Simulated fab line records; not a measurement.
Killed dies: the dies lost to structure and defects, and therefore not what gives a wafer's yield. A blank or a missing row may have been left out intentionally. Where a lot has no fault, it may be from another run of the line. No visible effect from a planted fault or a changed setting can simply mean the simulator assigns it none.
Split-lot study / flow n5Finfet / 7 lots, 21 wafers read, on a route of 1938 steps

## SPLIT DETAILS
At N5_HKMG_FIN_COAT_06 (resist thk 90 nm), the setting spinRpm was moved away from the recipe's 1500 rpm on 8 of the 21 wafers read, by -3.6% to +9.9%. For the rest of the wafers, this setting stayed at what the recipe calls for.

## FROM THE SPLIT TO THE READING: what the file shows between them, 2 steps
- N5_HKMG_FIN_EXPOSE_09: exposes mask NWFM (also split here: doseMj)
- N5_HKMG_FIN_PEB_10: peb time 60 s

## THE READING
CAR-ArF_of_HKMG_FIN_COAT_06.thkNm (the simulator's own value, which no gauge read), in nm, at N5_HKMG_FIN_DEVELOP_11 (develop time 30 s). The file gives no usual value for it. The 13 wafers here that ran the recipe average 88.2 nm, standard deviation 0.24 nm.

wafer=L074.1; tool, chamber at the split=lithoTrack-02, 0; spinRpm as run, rpm=1500; against the recipe=recipe; CAR-ArF_of_HKMG_FIN_COAT_06.thkNm, nm=88.4; against lot-mates on the recipe=-
wafer=L074.4; tool, chamber at the split=lithoTrack-02, 0; spinRpm as run, rpm=1500; against the recipe=recipe; CAR-ArF_of_HKMG_FIN_COAT_06.thkNm, nm=88.2; against lot-mates on the recipe=-
wafer=L074.6; tool, chamber at the split=lithoTrack-02, 0; spinRpm as run, rpm=1500; against the recipe=recipe; CAR-ArF_of_HKMG_FIN_COAT_06.thkNm, nm=88.2; against lot-mates on the recipe=-
wafer=L079.1; tool, chamber at the split=lithoTrack-04, 0; spinRpm as run, rpm=1500; against the recipe=recipe; CAR-ArF_of_HKMG_FIN_COAT_06.thkNm, nm=87.8; against lot-mates on the recipe=-
wafer=L079.3; tool, chamber at the split=lithoTrack-04, 0; spinRpm as run, rpm=1500; against the recipe=recipe; CAR-ArF_of_HKMG_FIN_COAT_06.thkNm, nm=87.8; against lot-mates on the recipe=-
wafer=L079.2; tool, chamber at the split=lithoTrack-04, 0; spinRpm as run, rpm=1446; against the recipe=-3.6%; CAR-ArF_of_HKMG_FIN_COAT_06.thkNm, nm=89.4; against lot-mates on the recipe=+1.6
wafer=L080.1; tool, chamber at the split=lithoTrack-03, 0; spinRpm as run, rpm=1500; against the recipe=recipe; CAR-ArF_of_HKMG_FIN_COAT_06.thkNm, nm=88.2; against lot-mates on the recipe=-
wafer=L080.2; tool, chamber at the split=lithoTrack-03, 0; spinRpm as run, rpm=1500; against the recipe=recipe; CAR-ArF_of_HKMG_FIN_COAT_06.thkNm, nm=88.4; against lot-mates on the recipe=-
wafer=L080.3; tool, chamber at the split=lithoTrack-03, 0; spinRpm as run, rpm=1500; against the recipe=recipe; CAR-ArF_of_HKMG_FIN_COAT_06.thkNm, nm=88; against lot-mates on the recipe=-
wafer=L082.2; tool, chamber at the split=lithoTrack-02, 0; spinRpm as run, rpm=1500; against the recipe=recipe; CAR-ArF_of_HKMG_FIN_COAT_06.thkNm, nm=88.2; against lot-mates on the recipe=-
wafer=L082.3; tool, chamber at the split=lithoTrack-02, 0; spinRpm as run, rpm=1500; against the recipe=recipe; CAR-ArF_of_HKMG_FIN_COAT_06.thkNm, nm=88.2; against lot-mates on the recipe=-
wafer=L082.5; tool, chamber at the split=lithoTrack-02, 0; spinRpm as run, rpm=1544; against the recipe=+2.9%; CAR-ArF_of_HKMG_FIN_COAT_06.thkNm, nm=87.2; against lot-mates on the recipe=-1.0
wafer=L085.1; tool, chamber at the split=lithoTrack-02, 0; spinRpm as run, rpm=1545; against the recipe=+3.0%; CAR-ArF_of_HKMG_FIN_COAT_06.thkNm, nm=86.6; against lot-mates on the recipe=-1.6
wafer=L085.3; tool, chamber at the split=lithoTrack-02, 0; spinRpm as run, rpm=1545; against the recipe=+3.0%; CAR-ArF_of_HKMG_FIN_COAT_06.thkNm, nm=86.8; against lot-mates on the recipe=-1.4
wafer=L085.4; tool, chamber at the split=lithoTrack-02, 0; spinRpm as run, rpm=1500; against the recipe=recipe; CAR-ArF_of_HKMG_FIN_COAT_06.thkNm, nm=88.2; against lot-mates on the recipe=-
wafer=L086.1; tool, chamber at the split=lithoTrack-03, 0; spinRpm as run, rpm=1585; against the recipe=+5.7%; CAR-ArF_of_HKMG_FIN_COAT_06.thkNm, nm=85.8; against lot-mates on the recipe=-2.8
wafer=L086.5; tool, chamber at the split=lithoTrack-03, 0; spinRpm as run, rpm=1585; against the recipe=+5.7%; CAR-ArF_of_HKMG_FIN_COAT_06.thkNm, nm=85.8; against lot-mates on the recipe=-2.8
wafer=L086.6; tool, chamber at the split=lithoTrack-03, 0; spinRpm as run, rpm=1500; against the recipe=recipe; CAR-ArF_of_HKMG_FIN_COAT_06.thkNm, nm=88.6; against lot-mates on the recipe=-
wafer=L089.4; tool, chamber at the split=lithoTrack-04, 0; spinRpm as run, rpm=1649; against the recipe=+9.9%; CAR-ArF_of_HKMG_FIN_COAT_06.thkNm, nm=84.2; against lot-mates on the recipe=-4.4
wafer=L089.5; tool, chamber at the split=lithoTrack-04, 0; spinRpm as run, rpm=1649; against the recipe=+9.9%; CAR-ArF_of_HKMG_FIN_COAT_06.thkNm, nm=84.2; against lot-mates on the recipe=-4.4
wafer=L089.6; tool, chamber at the split=lithoTrack-04, 0; spinRpm as run, rpm=1500; against the recipe=recipe; CAR-ArF_of_HKMG_FIN_COAT_06.thkNm, nm=88.6; against lot-mates on the recipe=-

FIT RESULTS
A straight line over all 21 wafers: CAR-ArF_of_HKMG_FIN_COAT_06.thkNm changes by -0.405 nm for each +1% of spinRpm; r = -0.99; the points scatter about the line by 0.24 nm.
The same after taking each lot's own level away (the mean of its wafers on the recipe; 21 wafers): -0.453 nm for each +1%; r = -1.00; scatter 0.15 nm.
On that fit, the largest move of spinRpm shifts the reading by 4.5 nm.
From 87.80 to 88.60 nm: that is the span of the lots' own levels, equal to 3.3 times the standard deviation above.
Thus the slope moves with the lot-to-lot level: the two fits are different.
Check: -4.57 nm against its lot-mates is what the line predicts for one of the wafers moved furthest among these (+9.9%) when that wafer is left out of the fit. It came out at -4.4 nm against them.

## THE OTHER SPLITS THESE WAFERS WENT THROUGH
Note: prior to the reading, these wafers also went through further splits. Each is held against what the fit with the lots' levels taken away leaves over:
other split on the same wafers=N5_SDB_COAT_03 spinRpm; wafers away from the commonest value=5; r with CAR-ArF_of_HKMG_FIN_COAT_06.thkNm (lot level and that fit taken away)=+0.04
other split on the same wafers=N5_HKMG_FIN_EXPOSE_09 doseMj; wafers away from the commonest value=7; r with CAR-ArF_of_HKMG_FIN_COAT_06.thkNm (lot level and that fit taken away)=+0.16

## THE WHOLE CHAIN: every reading that the file lists as answering this split, in the file's order
step=N5_HKMG_FIN_COAT_06; what it does=resist thk 90 nm; reading=CAR-ArF_of_HKMG_FIN_COAT_06.thkNm (the simulator's own value, which no gauge read); change (the file's fit)=-0.456 nm for each +1% of the setting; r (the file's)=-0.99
step=N5_HKMG_FIN_DEVELOP_11; what it does=develop time 30 s; reading=CAR-ArF_of_HKMG_FIN_COAT_06.thkNm (the simulator's own value, which no gauge read); change (the file's fit)=-0.451 nm for each +1% of the setting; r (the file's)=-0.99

## FILE'S OWN FIT
CAR-ArF_of_HKMG_FIN_COAT_06.thkNm changes by -0.451 nm for each +1% of spinRpm, r = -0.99.
